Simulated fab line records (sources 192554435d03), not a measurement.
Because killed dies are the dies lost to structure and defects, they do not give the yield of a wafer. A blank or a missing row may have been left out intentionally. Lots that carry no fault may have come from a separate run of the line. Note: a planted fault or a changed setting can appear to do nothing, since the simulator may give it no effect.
Matching of chambers ; flow n5-finfet ; pecvd-02 running N5_BEOL_M1_DEP_57: 3 sister chambers
The step deposits SiCN from 3MS/NH3, target thk 8 nm, time 14 s. 14 wafers are shown with their chamber, then 7 later ones without.

WAFERS, EACH WITH ITS CHAMBER
wafer;chamber;showerhead-plenum-p-Torr (Torr);throttle-valve-pct (%)
L076.1;1;3.659;8.7
L076.4;1;3.659;8.8
L076.5;0;3.669;9.2
L077.1;0;3.672;9.7
L077.4;2;3.687;9.0
L077.6;1;3.657;8.7
L081.1;2;3.665;9.3
L081.2;1;3.660;8.9
L081.5;2;3.676;9.0
L082.3;1;3.649;8.9
L082.4;2;3.681;9.0
L082.6;0;3.674;9.0
L083.2;2;3.670;9.1
L083.4;2;3.677;8.9

SIGNATURES, as means of the wafers listed above
reading;chamber 0;chamber 1;chamber 2;scatter within a chamber
showerhead-plenum-p-Torr;3.67167;3.65680;3.67600;0.00601
throttle-valve-pct;9.300;8.800;9.050;0.189
Rule: for each reading, subtract the chamber's mean from the wafer's reading, divide by that reading's scatter and square the result; add these up over the readings and take the root, which gives the wafer's distance from the chamber. If the next closest chamber is less than 2 further off than the closest, the wafer can't be placed; otherwise it belongs to the closest. The scatter is the square root of a quotient: the sum, over the shown wafers, of each reading's squared deviation from its chamber's mean, divided by wafers minus chambers.

WAFERS WITH NO CHAMBER GIVEN
wafer;showerhead-plenum-p-Torr (Torr);throttle-valve-pct (%)
L083.6;3.664;8.7
L084.2;3.657;8.9
L084.3;3.682;9.2
L084.4;3.659;8.8
L091.1;3.676;8.1
L091.5;3.684;9.4
L091.6;3.668;8.2

WHICH CHAMBER EACH WENT THROUGH
wafer;from the rows above;in truth
L083.6;can't be placed: 1 or 2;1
L084.2;1;1
L084.3;can't be placed: 2 or 0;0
L084.4;1;1
L091.1;can't be placed: 1 or 2 or 0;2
L091.5;can't be placed: 0 or 2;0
L091.6;can't be placed: 1 or 2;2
2 of 7 placed correctly. Cannot be placed on the basis of these rows: 5; the candidates contain the true chamber in 5. 0 placed wrongly.
